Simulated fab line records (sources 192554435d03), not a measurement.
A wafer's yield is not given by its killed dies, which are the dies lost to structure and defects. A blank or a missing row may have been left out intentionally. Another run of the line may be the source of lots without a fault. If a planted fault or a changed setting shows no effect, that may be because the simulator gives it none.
fab line records    flow n5-finfet
[record] lots = 10  wafers = 30  last-day = 18
route steps=1938 shown BEOL_M10@1506 PASSIVATION@1936
lots that met no fault: taken from a fault-free run of the same line
start-h: hours from the record's first day to the start of the lot's first wafer shown    wait-h: hours since the lot's step before    " the same as in the row above    L1.1+2: several wafers, shown together as one row    - no value, or no start given    * or withheld: withheld    < > ~ a bound
route shown NAME@n: NAME is a module with steps in the file, n the number in the route of the first one    usual: mean/standard deviation taken from wafers without a fault    same: alike in all rows    chamber/n: place in a boat    sites: readings site by site    _std_site: standard deviation across them    _edge_site: inner sites' mean taken away from outer sites' mean    radius-mm: for every site, how far away it sits from the centre of the wafer    mask NAME#n: copy n    behind: the most recent tool/chamber to have shaped the wafer    hold: what put the lot on hold/how long, in hours/how the hold closed    device: names the non-switching transistor (n, p or np)    end of line: at the end of the route, the tests of the same wafers    where a step has no rows: the recipe by itself    killed: the dies lost at the first sort to structure and to defects; this is not the yield of the wafer    map: per-die view of a wafer (x killed, . not killed, _ where there is no die)
set.NAME: the setting as run; set.NAME@STEP: as run at that earlier step    model.NAME: the simulator's own value behind a step, which no gauge read
one table for each step of the route and one row for each wafer, over a sample of lots
services: a tool's chamber out of use, with start hour (start-h, from the record's first day; less than 0 if before it), hours out, and reason
[[steps]]
[step N5_BEOL_M10_ETCH_65]
[recipe] chemistry = CF4  target = SiARC  target-depth-a = 390  mask-material = CAR-ArF  time-s = 65  ion-energy-ev = 80  pressure-mtorr = 40  source-w = 545  bias-w = 36  Ar_flow_sccm = 100  cf4-flow-sccm = 100  ends = cleared
[usual] drypump-motor-current-A = 5.8/0.39  etch-rf-on-time-s = 66.4/2.2  oes-product-au = 0.70/0.089  rf-vpp-V = 184.0/1.2  showerhead-plenum-p-Torr = 2.14/0.074  throttle-valve-pct = 15.41/0.24
lot.wafer  tool         chamber  start-h  wait-h  drypump-motor-current-A  etch-rf-on-time-s  oes-product-au  rf-hours-counter-h  rf-vpp-V  showerhead-plenum-p-Torr  throttle-valve-pct
L694.1     rie-diel-02  0        216.93   0.0     6.2                      65.5               0.58            229                 183.4     2.04                      15.55
L694.4     "            3        "        "       6.5                      69.8               0.57            -                   184.1     2.11                      15.39
L694.6     "            0        "        "       6.1                      64.2               0.58            -                   182.7     2.04                      15.55
L693.2     rie-diel-04  2        222.92   0.0     5.3                      66.8               0.56            261                 184.1     2.10                      15.95
L693.5     "            0        "        "       5.5                      65.5               0.71            -                   185.4     2.27                      15.65
L693.6     "            2        "        "       5.3                      67.3               0.56            -                   183.8     2.10                      15.93
L697.1     rie-diel-02  0        245.68   0.0     6.1                      65.2               0.57            240                 181.3     2.03                      15.56
L697.4     "            1        "        "       5.9                      67.7               0.74            37                  185.0     2.16                      15.16
L697.6     "            3        "        "       6.5                      68.9               0.56            -                   184.6     2.11                      15.41
L698.1     rie-diel-02  1        260.52   0.0     5.9                      68.4               0.73            40                  185.6     2.16                      15.15
L698.2     "            3        "        "       6.6                      69.2               0.56            236                 184.7     2.11                      15.44
L698.3     "            2        "        "       5.6                      65.7               0.78            11                  184.0     2.11                      15.40
L701.1     rie-diel-02  0        271.92   0.0     6.1                      65.4               0.57            248                 181.3     2.03                      15.59
L701.3     "            2        "        "       5.6                      66.4               0.77            15                  183.6     2.11                      15.42
L701.6     "            0        "        "       6.2                      65.2               0.57            -                   181.5     2.03                      15.57
L711.1     rie-diel-02  1        331.93   0.0     5.9                      69.6               0.69            72                  183.9     2.15                      15.22
L711.4     "            3        "        "       6.6                      67.0               0.81            6                   185.3     2.10                      14.99
L711.6     "            1        "        "       5.9                      69.7               0.68            -                   184.3     2.15                      15.21
L710.2     rie-diel-04  0        338.60   0.0     5.6                      65.6               0.66            118                 186.6     2.25                      15.75
L710.4     "            1        "        "       5.4                      64.0               0.81            8                   185.8     2.19                      15.06
L710.6     "            2        "        "       5.3                      68.0               0.75            -                   183.7     2.09                      15.50
L712.1     rie-diel-04  2        352.97   0.0     5.3                      67.6               0.74            42                  182.8     2.09                      15.49
L712.2     "            0        "        "       5.6                      66.0               0.66            123                 185.4     2.25                      15.76
L712.3     "            1        "        "       5.5                      63.3               0.80            13                  183.1     2.19                      15.07
L714.2     rie-diel-04  2        355.93   0.0     5.3                      68.7               0.74            44                  182.8     2.09                      15.49
L714.3     "            1        "        "       5.5                      64.7               0.79            15                  186.1     2.19                      15.09
L714.5     "            2        "        "       5.3                      68.4               0.74            -                   184.3     2.09                      15.48
L715.2     rie-diel-04  3        365.38   0.0     6.1                      67.2               0.70            75                  183.2     2.09                      15.30
L715.4     "            0        "        "       5.6                      66.6               0.66            129                 185.5     2.25                      15.76
L715.5     "            1        "        "       5.5                      64.7               0.78            -                   184.7     2.19                      15.09
[step N5_BEOL_M10_ETCH_41]
[recipe] chemistry = CH3F/O2  target = SiCN  target-depth-a = 426  taper-deg = 2  time-s = 86  ion-energy-ev = 120  mask-material = TiN  pressure-mtorr = 30  source-w = 395  bias-w = 75  Ar_flow_sccm = 150  CH3F_flow_sccm = 30  O2_flow_sccm = 20
[usual] drypump-motor-current-A = 5.8/0.39  oes-product-au = 0.82/0.1  rf-vpp-V = 297.4/1.7  showerhead-plenum-p-Torr = 2.00/0.072  throttle-valve-pct = 16.12/0.21
lot.wafer  tool         chamber  start-h  wait-h  drypump-motor-current-A  oes-product-au  rf-hours-counter-h  rf-vpp-V  showerhead-plenum-p-Torr  throttle-valve-pct
L694.1     rie-diel-02  0        -        -       6.1                      0.67            229                 294.5     1.90                      16.30
L694.4     "            3        "        "       6.6                      0.67            -                   298.3     1.99                      16.25
L694.6     "            0        "        "       6.1                      0.67            -                   294.1     1.90                      16.29
L693.2     rie-diel-04  2        -        -       5.3                      0.67            261                 296.2     1.96                      16.62
L693.5     "            0        "        "       5.6                      0.83            -                   300.7     2.11                      16.26
L693.6     "            2        "        "       5.3                      0.67            -                   296.0     1.96                      16.64
L697.1     rie-diel-02  0        -        -       6.1                      0.66            240                 295.7     1.90                      16.30
L697.4     "            1        "        "       5.9                      0.86            37                  297.7     2.03                      15.88
L697.6     "            3        "        "       6.6                      0.66            -                   296.2     1.99                      16.27
L698.1     rie-diel-02  1        -        -       5.9                      0.86            41                  297.9     2.03                      15.88
L698.2     "            3        "        "       6.6                      0.65            236                 297.2     1.99                      16.26
L698.3     "            2        "        "       5.6                      0.92            11                  297.3     1.96                      16.06
L701.1     rie-diel-02  0        -        -       6.1                      0.64            249                 294.3     1.90                      16.33
L701.3     "            2        "        "       5.6                      0.90            15                  297.1     1.95                      16.06
L701.6     "            0        "        "       6.1                      0.65            -                   295.5     1.90                      16.33
L711.1     rie-diel-02  1        -        -       5.9                      0.82            72                  298.7     2.01                      15.94
L711.4     "            3        "        "       6.5                      0.95            6                   296.0     1.98                      15.84
L711.6     "            1        "        "       5.9                      0.82            -                   298.7     2.01                      15.93
L710.2     rie-diel-04  0        -        -       5.6                      0.79            118                 298.5     2.09                      16.34
L710.4     "            1        "        "       5.5                      0.93            8                   298.4     2.06                      15.84
L710.6     "            2        "        "       5.3                      0.88            -                   297.3     1.95                      16.19
L712.1     rie-diel-04  2        -        -       5.3                      0.86            42                  296.3     1.95                      16.20
L712.2     "            0        "        "       5.6                      0.78            123                 300.1     2.09                      16.36
L712.3     "            1        "        "       5.4                      0.92            13                  298.7     2.05                      15.85
L714.2     rie-diel-04  2        -        -       5.3                      0.87            44                  297.2     1.95                      16.21
L714.3     "            1        "        "       5.5                      0.92            15                  298.1     2.05                      15.84
L714.5     "            2        "        "       5.3                      0.87            -                   296.2     1.95                      16.20
L715.2     rie-diel-04  3        -        -       6.0                      0.84            76                  296.3     1.94                      15.99
L715.4     "            0        "        "       5.6                      0.77            129                 299.5     2.09                      16.37
L715.5     "            1        "        "       5.5                      0.91            -                   297.6     2.05                      15.86
[step N5_BEOL_M10_STRIP_77]
[recipe] chemistry = N2/H2  time-s = 10  power-w = 450  temp-c = 40  pressure-mtorr = 20  rf-frequency-hz = 6e+07  bias-power-w = 7  n2-flow-sccm = 200  h2-flow-sccm = 200
[usual] drypump-motor-current-A = 5.8/0.39  oes-product-au = 0.82/0.1  rf-vpp-V = 59.2/0.91  showerhead-plenum-p-Torr = 2.55/0.095  throttle-valve-pct = 23.65/0.27
lot.wafer  tool         chamber  start-h  wait-h  drypump-motor-current-A  oes-product-au  rf-hours-counter-h  rf-vpp-V  showerhead-plenum-p-Torr  throttle-valve-pct
L694.1     rie-diel-02  0        -        -       6.1                      0.67            229                 58.3      2.41                      23.54
L694.4     "            3        "        "       6.5                      0.67            -                   59.9      2.51                      23.81
L694.6     "            0        "        "       6.1                      0.67            -                   59.4      2.41                      23.51
L693.2     rie-diel-04  2        -        -       5.3                      0.66            261                 59.9      2.52                      24.34
L693.5     "            0        "        "       5.6                      0.85            -                   58.7      2.71                      23.82
L693.6     "            2        "        "       5.3                      0.66            -                   59.9      2.52                      24.36
L697.1     rie-diel-02  0        -        -       6.1                      0.66            240                 56.6      2.41                      23.55
L697.4     "            1        "        "       5.9                      0.89            37                  59.4      2.60                      23.69
L697.6     "            3        "        "       6.6                      0.67            -                   58.0      2.51                      23.84
L698.1     rie-diel-02  1        -        -       6.0                      0.87            41                  59.8      2.60                      23.71
L698.2     "            3        "        "       6.6                      0.67            236                 59.0      2.51                      23.82
L698.3     "            2        "        "       5.6                      0.93            11                  58.6      2.51                      23.62
L701.1     rie-diel-02  0        -        -       6.1                      0.65            249                 60.2      2.40                      23.54
L701.3     "            2        "        "       5.6                      0.91            15                  58.5      2.51                      23.63
L701.6     "            0        "        "       6.1                      0.64            -                   57.4      2.40                      23.55
L711.1     rie-diel-02  1        -        -       5.9                      0.82            72                  57.5      2.59                      23.74
L711.4     "            3        "        "       6.5                      0.96            6                   59.0      2.50                      23.59
L711.6     "            1        "        "       5.9                      0.83            -                   61.0      2.59                      23.73
L710.2     rie-diel-04  0        -        -       5.6                      0.80            118                 60.0      2.68                      23.89
L710.4     "            1        "        "       5.5                      0.93            8                   58.3      2.61                      23.29
L710.6     "            2        "        "       5.3                      0.88            -                   59.2      2.50                      24.02
L712.1     rie-diel-04  2        -        -       5.3                      0.87            42                  58.9      2.50                      24.02
L712.2     "            0        "        "       5.6                      0.79            123                 59.3      2.68                      23.88
L712.3     "            1        "        "       5.5                      0.89            13                  59.6      2.60                      23.31
L714.2     rie-diel-04  2        -        -       5.3                      0.87            44                  59.2      2.50                      24.02
L714.3     "            1        "        "       5.5                      0.90            15                  60.7      2.60                      23.31
L714.5     "            2        "        "       5.3                      0.87            -                   58.7      2.50                      24.02
L715.2     rie-diel-04  3        -        -       6.1                      0.84            76                  60.0      2.44                      23.22
L715.4     "            0        "        "       5.6                      0.79            129                 58.2      2.68                      23.90
L715.5     "            1        "        "       5.5                      0.90            -                   59.1      2.60                      23.32
[step N5_BEOL_M10_CVD_75]
[recipe] material = Co  target-thk-a = 20  temp-c = withheld  precursor = CCTBA/H2  pressure-torr = 30  time-s = 138.9
[usual] run-length-s = 162.0/0.59
lot.wafer  tool       chamber  start-h  wait-h  run-length-s
L694.1     cvd-co-01  0        219.28   0.0     162.6
L694.4     "          0        "        "       162.5
L694.6     "          2        "        "       161.4
L693.2     cvd-co-02  2        224.59   0.1     162.0
L693.5     "          2        "        "       162.0
L693.6     "          1        "        "       161.6
L697.1     cvd-co-01  0        247.69   0.0     163.6
L697.4     "          0        "        "       162.9
L697.6     "          0        "        "       162.9
L698.1     cvd-co-01  1        262.28   0.1     67.9
L698.2     "          2        "        "       161.3
L698.3     "          0        "        "       162.6
L701.1     cvd-co-01  1        273.55   0.0     67.9
L701.3     "          0        "        "       162.4
L701.6     "          0        "        "       162.8
L711.1     cvd-co-02  0        334.13   0.1     162.4
L711.4     "          1        "        "       161.8
L711.6     "          2        "        "       161.5
L710.2     cvd-co-01  2        340.12   0.1     160.9
L710.4     "          2        "        "       161.1
L710.6     "          0        "        "       162.4
L712.1     cvd-co-02  0        354.85   0.0     162.3
L712.2     "          2        "        "       161.7
L712.3     "          1        "        "       162.4
L714.2     cvd-co-02  1        358.03   0.0     161.9
L714.3     "          0        "        "       162.5
L714.5     "          0        "        "       162.2
L715.2     cvd-co-02  1        367.03   0.3     161.8
L715.4     "          1        "        "       161.5
L715.5     "          2        "        "       161.9
[step N5_PASSIVATION_PROBE_49]
[usual] defect-limited-yield = 91.2/1.6  killed_at_M0_to_M3 = 34/11  killed_at_M4_up = 13/5.2  killed-at-contacts = 13/6.3  killed-at-front-end = 40/14  killed-at-other = 3.2/2.4  killed-dies = 104/19  killed-open = 69/14  killed-short = 32/7.5  sort_bin_4_leakage = 0.00/0.04  sort_bin_5_function = 5.3/1.1  sort_bin_6_memory = 3.2/0.73  sort_bin_8_speed = 0.01/0.038  sort-n-pass = 1076/19
[same] gross-dies = 1180  killed-at-back-side = 0
lot.wafer  tool       chamber  start-h  wait-h  defect-limited-yield[%]  killed_at_M0_to_M3  killed_at_M4_up  killed-at-contacts  killed-at-front-end  killed-at-other  killed-dies  killed-open  killed-short  sort_bin_4_leakage[%]  sort_bin_5_function[%]  sort_bin_6_memory[%]  sort_bin_8_speed[%]  sort-n-pass
L694.1     prober-02  -        264.15   0.0     91.9                     26                  19               12                  38                   0                95           64           28            0                      5.3                     2.7                   0.08                 1084
L694.4     prober-02  -        264.30   0.2     90.9                     20                  12               22                  50                   3                107          81           26            0                      6.3                     2.7                   0                    1073
L694.6     prober-02  -        264.40   0.3     93.6                     16                  18               13                  26                   3                76           53           20            0                      3.6                     2.6                   0                    1104
L693.2     prober-02  -        277.20   0.1     90.6                     10                  7                19                  72                   3                111          77           31            0                      5.4                     3.6                   0                    1069
L693.5     prober-02  -        277.35   0.2     92.0                     23                  10               11                  48                   2                94           64           26            0.34                   3.6                     3.6                   0                    1082
L693.6     prober-02  -        277.40   0.3     90.5                     24                  16               12                  59                   1                112          74           37            0                      6.2                     3.1                   0                    1068
L697.1     prober-02  -        292.63   0.0     90.6                     38                  7                9                   49                   8                111          74           36            0                      5.7                     3.3                   0                    1069
L697.4     prober-02  -        292.78   0.2     91.3                     30                  9                6                   56                   2                103          75           28            0                      5.4                     2.8                   0                    1077
L697.6     prober-02  -        292.88   0.3     91.6                     29                  20               2                   47                   1                99           69           23            0                      4.7                     3.5                   0                    1081
L698.1     prober-01  -        314.94   0.0     90.4                     41                  11               12                  37                   12               113          70           32            0                      5.8                     3.1                   0.08                 1066
L698.2     prober-01  -        314.99   0.1     93.4                     27                  13               13                  22                   3                78           50           25            0                      3.8                     2.5                   0                    1102
L698.3     prober-01  -        315.04   0.1     91.3                     40                  13               17                  28                   5                103          65           36            0                      5.3                     3.1                   0                    1077
L701.1     prober-02  -        319.85   0.0     90.4                     53                  11               13                  34                   2                113          70           41            0                      6.0                     3.3                   0                    1067
L701.3     prober-02  -        319.95   0.1     92.4                     26                  12               23                  28                   1                90           60           27            0                      4.6                     2.9                   0.08                 1089
L701.6     prober-02  -        320.10   0.3     90.3                     43                  9                20                  39                   3                114          82           30            0                      5.5                     3.8                   0                    1066
L711.1     prober-02  -        387.37   0.0     91.8                     33                  8                13                  41                   2                97           69           24            0                      4.7                     3.1                   0.17                 1083
L711.4     prober-02  -        387.52   0.2     91.5                     38                  7                11                  39                   5                100          56           39            0                      5.0                     3.0                   0                    1080
L711.6     prober-02  -        387.62   0.3     91.4                     50                  10               6                   34                   1                101          70           28            0                      5.8                     2.6                   0                    1079
L710.2     prober-01  -        393.39   0.1     88.3                     47                  13               27                  48                   3                138          90           44            0                      6.4                     4.6                   0                    1042
L710.4     prober-01  -        393.49   0.2     92.8                     21                  12               18                  31                   3                85           49           27            0                      4.7                     1.8                   0                    1095
L710.6     prober-01  -        393.59   0.3     94.2                     20                  10               17                  21                   1                69           50           18            0                      3.1                     2.5                   0                    1111
L712.1     prober-02  -        400.46   0.0     91.7                     24                  7                23                  43                   1                98           60           37            0                      5.8                     2.2                   0                    1082
L712.2     prober-02  -        400.51   0.1     90.9                     49                  11               8                   38                   1                107          69           33            0                      5.8                     2.8                   0                    1073
L712.3     prober-02  -        400.56   0.1     89.8                     38                  21               21                  39                   1                120          88           32            0                      6.7                     3.1                   0                    1060
L715.2     prober-01  -        421.60   0.1     87.5                     52                  8                5                   80                   2                147          99           46            0                      8.4                     3.6                   0                    1033
L715.4     prober-01  -        421.70   0.2     90.8                     49                  13               13                  32                   1                108          70           37            0                      5.6                     3.2                   0                    1072
L715.5     prober-01  -        421.75   0.2     91.5                     26                  10               9                   50                   5                100          71           28            0                      5.6                     2.7                   0                    1080
L714.2     prober-02  -        421.61   0.1     91.9                     25                  18               16                  34                   3                96           69           24            0                      4.1                     3.4                   0                    1084
L714.3     prober-02  -        421.66   0.1     90.9                     26                  22               8                   51                   0                107          73           31            0                      5.7                     3.3                   0                    1073
L714.5     prober-02  -        421.76   0.2     90.5                     32                  19               2                   59                   0                112          69           40            0                      5.6                     3.4                   0                    1068
// killed by level:class
L694.1 MOL_CONTACT_COAG:geometric-particle:open=11 FIN_SAQP:geometric-particle:short=9 FIN_SAQP:geometric-particle:open=7 DUMMY_GATE:geometric-particle:open=5 BEOL_M0_SAQP:geometric-particle:open=5 BEOL_M2:geometric-particle:open=5 BEOL_M4:geometric-particle:open=5 BEOL_M0:geometric-particle:open=4
L694.4 MOL_CONTACT_COAG:geometric-particle:open=18 FIN_SAQP:geometric-particle:open=12 BEOL_M2:geometric-particle:open=10 FIN_SAQP:geometric-particle:short=8 STI_FIN_REVEAL:geometric-particle:open=6 DUMMY_GATE:geometric-particle:open=5 STARTING-WAFER:geometric-particle:open=5 MOL_CONTACT_COAG:geometric-particle:short=4
L694.6 MOL_CONTACT_COAG:geometric-particle:open=11 BEOL_M4:geometric-particle:open=8 FIN_SAQP:geometric-particle:open=7 BEOL_M2:geometric-particle:open=7 STI_FIN_REVEAL:geometric-particle:open=6 BEOL_M5:geometric-particle:open=4 DUMMY_GATE:geometric-particle:short=3 BEOL_M0_SAQP:geometric-particle:short=3
L693.2 STI_FIN_REVEAL:geometric-particle:open=24 FIN_SAQP:geometric-particle:open=16 MOL_CONTACT_COAG:geometric-particle:open=16 GATE_CUT:geometric-particle:short=9 STI_FIN_REVEAL:geometric-particle:short=5 BEOL_M4:geometric-particle:open=5 FIN_SAQP:geometric-particle:short=3 MOL_CONTACT_COAG:geometric-particle:short=3
L693.5 STI_FIN_REVEAL:geometric-particle:open=17 MOL_CONTACT_COAG:geometric-particle:open=9 DUMMY_GATE:geometric-particle:open=7 GATE_CUT:geometric-particle:short=7 BEOL_M2:geometric-particle:open=6 BEOL_M0_SAQP:geometric-particle:open=6 FIN_SAQP:geometric-particle:open=4 FIN_SAQP:geometric-particle:short=3
L693.6 STI_FIN_REVEAL:geometric-particle:open=17 MOL_CONTACT_COAG:geometric-particle:open=11 FIN_SAQP:geometric-particle:short=10 BEOL_M4:geometric-particle:open=10 GATE_CUT:geometric-particle:short=8 BEOL_M0_SAQP:geometric-particle:open=8 FIN_SAQP:geometric-particle:open=6 BEOL_M0_SAQP:geometric-particle:short=6
L697.1 FIN_SAQP:geometric-particle:open=17 BEOL_M1:geometric-particle:open=9 BEOL_M3:geometric-particle:open=8 FIN_SAQP:geometric-particle:short=7 MOL_CONTACT_COAG:geometric-particle:open=6 STI_FIN_REVEAL:geometric-particle:open=5 BEOL_M0_SAQP:geometric-particle:short=5 BEOL_M0:geometric-particle:open=5
L697.4 FIN_SAQP:geometric-particle:open=13 FIN_SAQP:geometric-particle:short=10 STI_FIN_REVEAL:geometric-particle:open=9 BEOL_M1:geometric-particle:open=9 BEOL_M3:geometric-particle:open=7 BEOL_M0_SAQP:geometric-particle:open=7 MOL_CONTACT_COAG:geometric-particle:open=4 BEOL_M5:geometric-particle:open=4
L697.6 STI_FIN_REVEAL:geometric-particle:open=12 BEOL_M3:geometric-particle:open=10 FIN_SAQP:geometric-particle:open=9 FIN_SAQP:geometric-particle:short=7 STARTING-WAFER:geometric-particle:open=7 BEOL_M1:geometric-particle:open=6 BEOL_M2:geometric-particle:open=5 DUMMY_GATE:geometric-particle:open=3
L698.1 STI_FIN_REVEAL:geometric-particle:open=10 MOL_CONTACT_COAG:geometric-particle:open=10 BEOL_M0_SAQP:geometric-particle:open=9 BEOL_M3:geometric-particle:open=9 BEOL_M2:geometric-particle:open=8 FIN_SAQP:geometric-particle:open=6 BEOL_M0_SAQP:geometric-particle:short=5 HKMG_FIN:area-etch=5
L698.2 MOL_CONTACT_COAG:geometric-particle:open=10 BEOL_M2:geometric-particle:open=9 FIN_SAQP:geometric-particle:open=7 BEOL_M4:geometric-particle:short=6 BEOL_M0_SAQP:geometric-particle:open=4 DUMMY_GATE:geometric-particle:open=3 GATE_CUT:geometric-particle:open=3 MOL_CONTACT_COAG:geometric-particle:short=3
L698.3 MOL_CONTACT_COAG:geometric-particle:open=14 BEOL_M0_SAQP:geometric-particle:short=13 STI_FIN_REVEAL:geometric-particle:open=8 BEOL_M2:geometric-particle:open=7 BEOL_M0_SAQP:geometric-particle:open=6 BEOL_M3:geometric-particle:open=5 BEOL_M5:geometric-particle:open=5 GATE_CUT:geometric-particle:short=4
L701.1 BEOL_M1:geometric-particle:open=11 BEOL_M2:geometric-particle:open=10 MOL_CONTACT_COAG:geometric-particle:open=9 FIN_SAQP:geometric-particle:open=7 BEOL_M2:geometric-particle:short=6 DUMMY_GATE:geometric-particle:open=5 BEOL_M0_SAQP:geometric-particle:open=5 BEOL_M3:geometric-particle:open=5
L701.3 MOL_CONTACT_COAG:geometric-particle:open=15 BEOL_M2:geometric-particle:open=9 MOL_CONTACT_COAG:geometric-particle:short=8 BEOL_M4:geometric-particle:open=6 FIN_SAQP:geometric-particle:open=5 GATE_CUT:geometric-particle:open=4 GATE_CUT:geometric-particle:short=4 BEOL_M0_SAQP:geometric-particle:short=4
L701.6 BEOL_M2:geometric-particle:open=16 MOL_CONTACT_COAG:geometric-particle:open=13 STI_FIN_REVEAL:geometric-particle:open=9 BEOL_M0:geometric-particle:open=9 GATE_CUT:geometric-particle:short=7 MOL_CONTACT_COAG:geometric-particle:short=7 BEOL_M1:geometric-particle:open=6 BEOL_M3:geometric-particle:open=6
L711.1 BEOL_M0_SAQP:geometric-particle:open=12 MOL_CONTACT_COAG:geometric-particle:open=11 FIN_SAQP:geometric-particle:short=7 STI_FIN_REVEAL:geometric-particle:open=7 BEOL_M1:geometric-particle:open=7 BEOL_M2:geometric-particle:open=6 FIN_SAQP:geometric-particle:open=5 DUMMY_GATE:geometric-particle:open=4
L711.4 BEOL_M0_SAQP:geometric-particle:short=12 MOL_CONTACT_COAG:geometric-particle:open=10 BEOL_M0_SAQP:geometric-particle:open=9 FIN_SAQP:geometric-particle:short=8 DUMMY_GATE:geometric-particle:open=6 GATE_CUT:geometric-particle:short=6 STI_FIN_REVEAL:geometric-particle:open=4 BEOL_M3:geometric-particle:open=4
L711.6 BEOL_M0_SAQP:geometric-particle:open=12 BEOL_M3:geometric-particle:open=11 BEOL_M0_SAQP:geometric-particle:short=10 BEOL_M1:geometric-particle:open=9 STARTING-WAFER:geometric-particle:open=6 FIN_SAQP:geometric-particle:open=5 FIN_SAQP:geometric-particle:short=5 DUMMY_GATE:geometric-particle:open=4
L710.2 MOL_CONTACT_COAG:geometric-particle:open=20 FIN_SAQP:geometric-particle:short=13 BEOL_M3:geometric-particle:open=11 FIN_SAQP:geometric-particle:open=8 STI_FIN_REVEAL:geometric-particle:open=7 MOL_CONTACT_COAG:geometric-particle:short=7 BEOL_M0_SAQP:geometric-particle:short=7 BEOL_M0_SAQP:geometric-particle:open=6
L710.4 MOL_CONTACT_COAG:geometric-particle:open=15 HKMG_FIN:area-etch=6 BEOL_M4:geometric-particle:open=5 DUMMY_GATE:geometric-particle:open=4 BEOL_M2:geometric-particle:short=4 BEOL_M3:geometric-particle:open=4 STI_FIN_REVEAL:geometric-particle:open=3 SDB:geometric-particle:short=3
L710.6 MOL_CONTACT_COAG:geometric-particle:open=13 BEOL_M1:geometric-particle:open=8 STI_FIN_REVEAL:geometric-particle:open=4 MOL_CONTACT_COAG:geometric-particle:short=4 BEOL_M0_SAQP:geometric-particle:open=4 FIN_SAQP:geometric-particle:open=3 GATE_CUT:geometric-particle:short=3 BEOL_M4:geometric-particle:open=3
L712.1 MOL_CONTACT_COAG:geometric-particle:open=15 FIN_SAQP:geometric-particle:short=14 MOL_CONTACT_COAG:geometric-particle:short=8 STI_FIN_REVEAL:geometric-particle:open=7 FIN_SAQP:geometric-particle:open=6 BEOL_M2:geometric-particle:open=6 BEOL_M3:geometric-particle:open=5 BEOL_M0_SAQP:geometric-particle:open=5
L712.2 BEOL_M2:geometric-particle:open=18 BEOL_M0_SAQP:geometric-particle:short=10 BEOL_M1:geometric-particle:open=8 STI_FIN_REVEAL:geometric-particle:open=6 DUMMY_GATE:geometric-particle:open=6 MOL_CONTACT_COAG:geometric-particle:open=6 BEOL_M0:geometric-particle:open=6 FIN_SAQP:geometric-particle:short=5
L712.3 MOL_CONTACT_COAG:geometric-particle:open=16 BEOL_M2:geometric-particle:open=14 FIN_SAQP:geometric-particle:short=9 BEOL_M1:geometric-particle:open=9 STI_FIN_REVEAL:geometric-particle:open=8 FIN_SAQP:geometric-particle:open=7 DUMMY_GATE:geometric-particle:open=6 MOL_CONTACT_COAG:geometric-particle:short=5
L715.2 FIN_SAQP:geometric-particle:open=36 BEOL_M0_SAQP:geometric-particle:short=17 BEOL_M0_SAQP:geometric-particle:open=16 STI_FIN_REVEAL:geometric-particle:open=14 FIN_SAQP:geometric-particle:short=13 BEOL_M1:geometric-particle:open=13 GATE_CUT:geometric-particle:short=4 MOL_CONTACT_COAG:geometric-particle:open=4
L714.2 MOL_CONTACT_COAG:geometric-particle:open=14 STI_FIN_REVEAL:geometric-particle:open=12 BEOL_M4:geometric-particle:open=7 BEOL_M0_SAQP:geometric-particle:short=6 FIN_SAQP:geometric-particle:open=5 BEOL_M0_SAQP:geometric-particle:open=5 GATE_CUT:geometric-particle:open=4 BEOL_M0:geometric-particle:open=4
L714.3 FIN_SAQP:geometric-particle:open=23 BEOL_M4:geometric-particle:open=9 STI_FIN_REVEAL:geometric-particle:open=6 MOL_CONTACT_COAG:geometric-particle:open=6 BEOL_M0_SAQP:geometric-particle:short=5 BEOL_M0_SAQP:geometric-particle:open=5 BEOL_M1:geometric-particle:open=4 BEOL_M4:geometric-particle:short=4
L715.4 BEOL_M0_SAQP:geometric-particle:open=13 BEOL_M0_SAQP:geometric-particle:short=12 FIN_SAQP:geometric-particle:open=10 MOL_CONTACT_COAG:geometric-particle:open=10 BEOL_M1:geometric-particle:open=7 BEOL_M4:geometric-particle:open=6 FIN_SAQP:geometric-particle:short=5 BEOL_M0:geometric-particle:open=5
L715.5 FIN_SAQP:geometric-particle:short=13 FIN_SAQP:geometric-particle:open=12 STI_FIN_REVEAL:geometric-particle:open=10 BEOL_M0_SAQP:geometric-particle:open=8 MOL_CONTACT_COAG:geometric-particle:open=8 BEOL_M4:geometric-particle:open=5 BEOL_M0_SAQP:geometric-particle:short=4 BEOL_M0:geometric-particle:open=4
L714.5 FIN_SAQP:geometric-particle:open=15 STI_FIN_REVEAL:geometric-particle:open=14 FIN_SAQP:geometric-particle:short=11 BEOL_M0_SAQP:geometric-particle:open=9 BEOL_M4:geometric-particle:open=9 BEOL_M0_SAQP:geometric-particle:short=4 GATE_CUT:geometric-particle:open=4 GATE_CUT:geometric-particle:short=4
[[services]]
tool         chamber  start-h  hours  kind
rie-diel-02  2        205.13   -      clean
rie-diel-02  2        205.13   -      consumable-replace:focus-ring
rie-diel-02  2        205.13   22.7   scheduled-down
rie-diel-02  2        205.13   22.7   vent-cycle
cvd-co-01    -        225.40   8.7    repair
rie-diel-02  3        230.91   5.1    repair
rie-diel-04  2        237.62   -      clean
rie-diel-04  2        237.62   -      consumable-replace:focus-ring
rie-diel-04  2        237.62   14.2   scheduled-down
rie-diel-04  2        237.62   14.2   vent-cycle
cvd-co-01    1        243.35   14.7   repair
cvd-co-01    2        245.00   16.6   repair
cvd-co-02    -        261.34   3.8    pm
cvd-co-01    -        276.75   1.3    repair
rie-diel-02  0        277.44   -      clean
rie-diel-02  0        277.44   -      consumable-replace:focus-ring
rie-diel-02  0        277.44   -      consumable-replace:showerhead
rie-diel-02  0        277.44   14.1   scheduled-down
rie-diel-02  0        277.44   14.1   vent-cycle
rie-diel-02  3        294.33   -      clean
rie-diel-02  3        294.33   -      consumable-replace:focus-ring
rie-diel-04  3        317.19   18.4   repair
rie-diel-02  2        328.01   2.4    repair
rie-diel-04  3        352.07   12.2   repair
[[key]]
[first-sign] step = N5_BEOL_M10_CVD_75  reading = run-length-s  direction = down  sigmas = 99+  usual = *  struck = *
effect none on later readings
met-at N5_BEOL_M10_CVD_75
struck-lots L698,L701
struck-wafers L698.1,L701.1
not-acting-at N5_BEOL_M10_ETCH_65,N5_BEOL_M10_ETCH_41,N5_BEOL_M10_STRIP_77
onset-between 247.69 262.28
[fault] kind = process-parameter-drift  tool = cvd-co-01  chamber = -  onset-h = 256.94  steps = N5_BEOL_M10_CVD_75  channel = time-s  offset = *  shape = step  end-h = 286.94  scope = struck-wafers-only  acts-in = *  stated = *
